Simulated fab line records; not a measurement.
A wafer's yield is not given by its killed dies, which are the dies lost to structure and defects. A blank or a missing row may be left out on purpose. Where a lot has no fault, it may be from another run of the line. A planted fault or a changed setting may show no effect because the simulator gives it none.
Chamber matching	flow n5 finfet	N5_BEOL_M4_DEP_57 on pecvd-02 has 3 sister chambers
The step deposits SiCN from 3MS/NH3, target thk 8 nm, time 14 s. 3 wafers are shown with their chamber, then 7 later ones without.

WAFERS WITH THEIR CHAMBER
wafer	chamber	showerhead vpp V (V)
L079.3	0	915
L091.1	1	915
L091.2	2	823

WAFERS WITH NO CHAMBER GIVEN
wafer	showerhead vpp V (V)
L091.4	826
L090.2	933
L090.4	822
L090.5	924
L093.1	921
L093.5	914
L093.6	928

THE CHAMBER EACH PASSED THROUGH
wafer	from the rows above	in truth
L091.4	2	2
L090.2	can't be placed: 0 or 1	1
L090.4	2	2
L090.5	can't be placed: 0 or 1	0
L093.1	can't be placed: 0 or 1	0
L093.5	can't be placed: 0 or 1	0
L093.6	can't be placed: 0 or 1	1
Correct placement for 2 of the 7. Unplaceable from these rows: 5, with the true chamber sitting among the candidates in 5. 0 placed wrongly.
How it was worked out, from the rows above alone: a wafer's distance from a chamber is the root of the sum, over the readings, of the square of ((its reading less the chamber's mean) divided by the reading's scatter). The wafer belongs to the nearest chamber; if the next one is less than 2 further off, it can't be placed. The mean given for a chamber averages the wafers shown for that chamber. The scatter: root of mean squared gap, hidden wafer to nearest shown wafer, with one shown wafer a chamber.
